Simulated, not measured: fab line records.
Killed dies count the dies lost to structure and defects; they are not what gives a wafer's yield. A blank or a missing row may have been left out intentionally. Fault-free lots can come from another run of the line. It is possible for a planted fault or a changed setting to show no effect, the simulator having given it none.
fab line records    flow n5Finfet    part 2 of 2: steps 5 to 6 of 6
record: lots: 22  wafers: 66  lastDay: 18
route steps=1938 shown BEOL_M8@1367 BEOL_M9@1404
lots untouched by any fault: they come from a run of this same line in which no faults occurred
startH: start of the lot's first displayed wafer, in hours after the record's first day    waitH: how many hours have passed since the lot's step before this one    " as in the row above    L1.1+2: several wafers, shown together as one row    - value missing, or start not given    * or withheld: withheld    < > ~ a bound
route shown NAME@n: names a module that has steps shown in the file, with the first one's number in the route    usual: mean/standard deviation taken from wafers without a fault    same: alike in all rows    chamber/n: place in a boat    sites: readings site by site    _std_site: standard deviation of those values    _edge_site: mean of outer sites minus mean of inner sites    radiusMm: for every site, how far away it sits from the centre of the wafer    mask NAME#n: copy n    behind: the last tool/chamber to shape the wafer    hold: what put the lot on hold/how long, in hours/how the hold closed    device: names the non-switching transistor (n, p or np)    end of line: at the end of the route, the tests of the same wafers    where a step has no rows: the recipe by itself    killed: dies that structure and defects cost at the first sort, which is not the same as the wafer's yield    map: the dies of a wafer, with x for killed, . for not killed, _ for no die there
set.NAME: setting as actually run; set.NAME@STEP: the setting as run at that earlier step    model.NAME: the simulator's own value behind a step, which no gauge read
steps of the route over a sample of lots; a table a step, a row a wafer
services: from which hour (startH, from the record's first day; less than 0 if before it) a tool's chamber was out of use, for how many hours, and why
== steps ==
step: N5_BEOL_M9_PECVD_70
recipe: material: SiO2  targetThkA: 200  tempC: 400  precursor: TEOS/O2  pressureTorr: 5.5  rfW: 450  teosFlowSccm: 53.8  gas: O2  flowSccm: 3000  timeS: 22.7
usual: heaterPowerW: 734/77  rfFwdPowerW: 444.5/1.9  showerheadPlenumPTorr: 8.80/0.083  susceptorTempC: 400.00/0.26  throttleValvePct: 22.5/1.4
lot.wafer  tool      chamber  startH  waitH  heaterPowerW  rfFwdPowerW  showerheadPlenumPTorr  susceptorTempC  throttleValvePct
L074.1     pecvd-01  2        207.49  0.0    743           445.2        8.95                   399.61          20.7
L074.4     "         2        "       "      749           444.6        8.94                   399.55          21.0
L074.5     "         1        "       "      805           442.8        8.85                   400.33          25.6
L075.4     pecvd-04  1        210.99  0.1    891           441.0        8.92                   400.14          23.9
L075.5     "         0        "       "      611           442.2        8.79                   400.52          22.0
L075.6     "         2        "       "      798           444.1        8.78                   399.88          22.0
L076.2     pecvd-02  1        217.55  0.0    648           445.5        8.70                   399.85          21.9
L076.3     "         2        "       "      722           441.0        8.74                   399.80          22.6
L076.4     "         2        "       "      757           441.3        8.77                   399.90          22.7
L077.1     pecvd-04  2        220.97  0.0    724           444.5        8.79                   399.97          21.9
L077.2     "         1        "       "      847           443.6        8.92                   399.85          23.7
L077.4     "         1        "       "      829           444.2        8.93                   399.75          23.6
L078.1     pecvd-02  2        227.03  0.0    707           441.7        8.75                   400.22          22.7
L078.4     "         0        "       "      747           447.6        8.70                   400.28          21.9
L078.6     "         2        "       "      727           441.8        8.75                   400.37          22.6
L079.1     pecvd-04  0        228.41  0.0    709           443.4        8.80                   400.20          21.8
L079.3     "         2        "       "      815           442.6        8.80                   400.45          22.0
L079.6     "         2        "       "      814           442.4        8.79                   400.37          21.9
L080.3     pecvd-01  0        243.84  0.0    670           446.7        8.77                   400.06          22.3
L080.4     "         2        "       "      782           444.7        8.97                   399.52          21.1
L080.5     "         0        "       "      649           446.1        8.77                   399.67          22.3
L081.2     pecvd-04  1        244.36  0.0    864           442.6        8.91                   399.47          23.8
L081.3     "         0        "       "      704           443.7        8.79                   399.79          21.8
L081.5     "         1        "       "      903           443.2        8.92                   399.86          23.7
L082.3     pecvd-04  1        255.07  0.0    858           446.5        8.92                   399.93          24.0
L082.4     "         2        "       "      798           442.4        8.79                   400.17          22.0
L082.5     "         1        "       "      845           447.5        8.91                   400.11          23.5
L084.2     pecvd-01  1        262.80  0.0    748           444.4        8.86                   399.77          25.6
L084.3     "         0        "       "      710           445.1        8.77                   400.30          22.1
L084.6     "         2        "       "      739           448.5        8.95                   399.90          21.1
L083.2     pecvd-01  0        263.37  0.0    638           446.5        8.78                   400.01          22.0
L083.5     "         1        "       "      856           444.3        8.86                   400.01          25.5
L083.6     "         0        "       "      677           447.2        8.79                   400.12          22.1
L086.1     pecvd-04  1        271.28  0.0    878           447.1        8.89                   399.64          23.6
L086.3     "         2        "       "      766           444.0        8.77                   400.70          22.2
L086.5     "         1        "       "      886           449.1        8.93                   399.53          23.8
L085.2     pecvd-02  1        278.41  0.0    603           443.0        8.71                   399.95          21.7
L085.5     "         0        "       "      778           446.1        8.68                   400.38          22.2
L085.6     "         1        "       "      604           442.7        8.71                   400.09          21.8
L087.1     pecvd-01  2        295.00  0.0    678           446.2        8.95                   400.23          21.1
L087.5     "         2        "       "      704           446.0        8.95                   400.08          21.2
L087.6     "         0        "       "      715           446.2        8.77                   399.79          22.4
L090.2     pecvd-01  1        304.35  0.0    775           441.9        8.87                   400.11          25.6
L090.3     "         2        "       "      751           445.6        8.95                   399.82          21.1
L090.5     "         1        "       "      795           442.5        8.87                   400.23          25.6
L088.1     pecvd-02  0        305.25  0.0    756           441.4        8.72                   399.57          22.1
L088.3     "         2        "       "      661           442.4        8.71                   399.78          21.5
L088.4     "         2        "       "      672           442.2        8.75                   400.09          21.5
L091.2     pecvd-01  2        307.45  0.0    711           447.6        8.94                   399.59          21.1
L091.3     "         0        "       "      646           445.6        8.76                   400.01          22.3
L091.6     "         1        "       "      815           443.1        8.87                   399.67          25.7
L089.1     pecvd-02  1        307.90  0.0    617           442.4        8.69                   400.12          21.6
L089.4     "         2        "       "      817           442.0        8.70                   399.94          21.6
L089.5     "         1        "       "      636           443.7        8.68                   400.10          21.9
L093.3     pecvd-02  2        319.79  0.0    759           443.6        8.71                   399.88          21.5
L093.4     "         0        "       "      731           444.1        8.72                   400.15          21.8
L093.6     "         1        "       "      611           445.3        8.70                   400.49          21.9
L092.1     pecvd-04  0        321.05  0.0    690           446.9        8.81                   399.74          22.1
L092.2     "         2        "       "      815           443.4        8.78                   399.94          22.2
L092.3     "         0        "       "      688           445.8        8.79                   400.11          22.0
L094.1     pecvd-02  1        326.54  0.0    628           441.9        8.69                   400.28          21.7
L094.5     "         0        "       "      655           444.0        8.70                   399.78          22.6
L094.6     "         2        "       "      750           443.4        8.72                   400.57          21.5
L096.2     pecvd-01  0        360.88  0.0    732           446.4        8.78                   400.53          22.3
L096.4     "         1        "       "      747           442.0        8.86                   399.63          25.6
L096.6     "         1        "       "      744           444.2        8.83                   399.67          25.8
step: N5_BEOL_M9_ETCH_61
recipe: chemistry: CF4  target: SiARC  targetDepthA: 390  maskMaterial: CAR-ArF  timeS: 65  ionEnergyEv: 80  pressureMtorr: 40  sourceW: 545  biasW: 36  Ar_flow_sccm: 100  cf4FlowSccm: 100  ends: cleared
usual: drypumpMotorCurrentA: 5.8/0.6  etchRfOnTimeS: 65.7/1.7  oesProductAu: 0.69/0.079  rfFwdPowerW: 539.7/2.2  rfVppV: 184.1/1.1  showerheadPlenumPTorr: 2.15/0.066  throttleValvePct: 15.61/0.24
lot.wafer  tool        chamber  startH  waitH  drypumpMotorCurrentA  etchRfOnTimeS  oesProductAu  rfFwdPowerW  rfHoursCounterH  rfVppV  showerheadPlenumPTorr  throttleValvePct
L074.1     rieDiel-04  1        208.72  0.0    6.5                   66.3           0.66          540.5        114              184.0   2.16                   15.61
L074.4     "           2        "       "      5.7                   67.0           0.73          541.0        -                183.1   2.20                   15.65
L074.5     "           1        "       "      6.5                   66.4           0.66          539.5        -                184.1   2.16                   15.60
L075.4     rieDiel-04  2        212.27  0.0    5.7                   66.4           0.73          539.6        -                184.9   2.20                   15.65
L075.5     "           3        "       "      6.6                   66.2           0.61          540.2        -                182.6   2.04                   15.89
L075.6     "           1        "       "      6.5                   66.4           0.66          540.0        -                184.9   2.16                   15.62
L076.2     rieDiel-01  3        219.22  0.0    6.4                   66.0           0.72          542.6        68               182.8   2.09                   15.46
L076.3     "           1        "       "      5.2                   65.4           0.60          538.8        221              183.9   2.10                   15.92
L076.4     "           2        "       "      6.1                   62.3           0.81          539.3        28               183.5   2.10                   15.20
L077.1     rieDiel-03  0        222.72  0.0    5.0                   64.7           0.71          538.8        79               184.7   2.16                   15.18
L077.2     "           3        "       "      6.2                   67.2           0.60          539.9        215              183.4   2.22                   15.73
L077.4     "           1        "       "      5.3                   62.6           0.64          532.3        182              184.3   2.13                   15.52
L078.1     rieDiel-03  3        229.40  0.0    6.2                   68.8           0.59          546.2        217              184.8   2.22                   15.72
L078.4     "           0        "       "      5.0                   65.3           0.71          539.4        81               185.8   2.16                   15.20
L078.6     "           0        "       "      5.0                   65.0           0.72          537.7        -                184.6   2.16                   15.19
L079.1     rieDiel-01  2        229.69  0.0    6.1                   61.4           0.80          539.9        32               185.0   2.09                   15.22
L079.3     "           0        "       "      4.7                   65.0           0.74          538.9        59               183.3   2.17                   15.43
L079.6     "           0        "       "      4.7                   64.9           0.74          540.2        -                183.7   2.17                   15.44
L080.3     rieDiel-01  1        246.56  0.0    5.2                   65.3           0.60          540.5        228              184.5   2.10                   15.93
L080.4     "           3        "       "      6.4                   66.2           0.71          537.0        77               184.2   2.09                   15.47
L080.5     "           1        "       "      5.2                   65.4           0.60          538.9        -                184.9   2.10                   15.96
L081.2     rieDiel-04  0        246.99  0.0    5.7                   63.1           0.80          537.9        11               185.1   2.19                   15.77
L081.3     "           1        "       "      6.5                   67.5           0.65          538.6        122              183.6   2.15                   15.63
L081.5     "           2        "       "      5.7                   68.2           0.71          542.2        -                184.2   2.19                   15.68
L082.3     rieDiel-04  1        256.47  0.0    6.5                   66.8           0.65          538.5        125              183.4   2.15                   15.62
L082.4     "           2        "       "      5.7                   67.7           0.70          539.8        46               183.8   2.19                   15.70
L082.5     "           2        "       "      5.7                   67.1           0.71          541.4        -                183.9   2.19                   15.67
L084.2     rieDiel-04  3        265.36  0.0    6.6                   67.0           0.59          539.7        215              182.7   2.03                   15.95
L084.3     "           2        "       "      5.7                   67.2           0.70          544.4        49               184.6   2.19                   15.70
L084.6     "           0        "       "      5.7                   62.8           0.80          536.7        -                184.9   2.19                   15.79
L083.2     rieDiel-04  2        266.27  0.0    5.7                   67.2           0.70          540.2        49               184.2   2.19                   15.68
L083.5     "           3        "       "      6.6                   66.6           0.60          538.4        -                183.3   2.03                   15.95
L083.6     "           0        "       "      5.7                   62.6           0.79          539.3        -                185.3   2.19                   15.78
L086.1     rieDiel-03  0        271.94  0.0    5.0                   65.1           0.70          539.8        96               184.9   2.16                   15.24
L086.3     "           0        "       "      5.0                   64.9           0.70          540.3        -                183.8   2.16                   15.25
L086.5     "           0        "       "      5.0                   65.4           0.70          537.0        -                184.4   2.16                   15.23
L085.2     rieDiel-03  3        282.97  0.0    6.2                   67.1           0.59          544.2        236              183.9   2.21                   15.75
L085.5     "           2        "       "      5.5                   65.6           0.84          542.7        -                184.5   2.29                   15.38
L085.6     "           0        "       "      5.0                   65.0           0.69          541.6        -                185.2   2.16                   15.23
L087.1     rieDiel-03  3        297.01  0.0    6.3                   67.8           0.59          537.4        241              185.6   2.21                   15.79
L087.5     "           2        "       "      5.5                   66.6           0.80          538.5        -                186.0   2.29                   15.39
L087.6     "           3        "       "      6.3                   67.8           0.58          538.7        -                185.3   2.21                   15.77
L090.2     rieDiel-01  0        305.86  0.0    4.8                   65.1           0.71          537.7        80               184.6   2.16                   15.47
L090.3     "           1        "       "      5.2                   65.7           0.58          535.2        244              184.1   2.09                   15.97
L090.5     "           2        "       "      6.1                   62.8           0.76          542.4        -                181.9   2.09                   15.27
L088.1     rieDiel-03  3        307.36  0.0    6.3                   67.0           0.58          543.2        246              185.3   2.21                   15.80
L088.3     "           0        "       "      5.0                   65.6           0.69          540.3        109              185.1   2.15                   15.25
L088.4     "           2        "       "      5.5                   66.7           0.79          539.3        -                186.5   2.28                   15.39
L091.2     rieDiel-03  2        310.25  0.0    5.5                   65.7           0.79          538.0        12               186.0   2.28                   15.40
L091.3     "           3        "       "      6.3                   67.4           0.58          540.5        247              183.2   2.21                   15.78
L091.6     "           3        "       "      6.2                   67.5           0.58          539.0        -                184.8   2.21                   15.79
L089.1     rieDiel-04  2        310.41  0.0    5.7                   68.0           0.69          541.2        60               184.1   2.19                   15.71
L089.4     "           0        "       "      5.7                   63.0           0.77          540.0        28               183.8   2.19                   15.84
L089.5     "           0        "       "      5.7                   63.0           0.76          540.9        -                182.8   2.19                   15.81
L093.3     rieDiel-01  2        322.96  0.0    6.1                   62.9           0.76          540.9        58               182.5   2.09                   15.27
L093.4     "           0        "       "      4.7                   66.0           0.70          537.6        86               184.3   2.16                   15.49
L093.6     "           1        "       "      5.2                   65.9           0.58          540.5        -                182.4   2.09                   15.98
L092.1     rieDiel-01  3        323.47  0.0    6.4                   66.0           0.70          538.1        98               183.6   2.08                   15.51
L092.2     "           0        "       "      4.8                   66.1           0.70          538.5        86               184.6   2.16                   15.49
L092.3     "           2        "       "      6.1                   62.9           0.76          536.2        58               184.1   2.09                   15.26
L094.1     rieDiel-03  1        330.40  0.0    5.3                   63.6           0.63          535.1        202              183.8   2.13                   15.55
L094.5     "           1        "       "      5.3                   62.8           0.63          532.1        -                183.4   2.13                   15.55
L094.6     "           2        "       "      5.5                   66.0           0.77          539.3        -                187.1   2.28                   15.42
L096.2     rieDiel-01  0        361.77  0.0    4.7                   64.8           0.70          537.2        97               186.1   2.16                   15.50
L096.4     "           1        "       "      5.2                   62.8           0.86          541.0        -                183.7   2.09                   15.49
L096.6     "           0        "       "      4.7                   64.5           0.70          534.1        -                184.8   2.16                   15.51
== services ==
tool        chamber  startH  hours  kind
pecvd-02    -        184.99  27.0   repair
rieDiel-06  2        197.89  1.5    repair
rieDiel-02  1        198.27  1.6    repair
rieDiel-06  0        220.63  6.6    repair
rieDiel-04  1        221.30  13.8   repair
rieDiel-02  -        229.71  0.5    repair
rieDiel-01  1        240.27  4.0    repair
rieDiel-05  0        258.19  9.4    repair
rieDiel-02  3        259.59  -      clean
rieDiel-02  3        259.59  -      consumableReplace:focusRing
rieDiel-02  3        259.59  11.6   scheduledDown
rieDiel-02  3        259.59  11.6   ventCycle
rieDiel-02  0        264.49  9.9    repair
rieDiel-04  2        273.35  7.5    repair
rieDiel-06  0        287.32  -      clean
rieDiel-06  0        287.32  -      consumableReplace:focusRing
pecvd-01    -        289.64  1.0    repair
pecvd-04    1        298.99  6.2    repair
rieDiel-05  0        307.30  4.3    repair
pecvd-04    1        317.58  4.5    repair
rieDiel-06  3        328.29  2.5    repair
rieDiel-04  1        328.93  6.7    repair
rieDiel-01  3        357.36  12.1   repair
rieDiel-01  2        358.45  3.4    repair
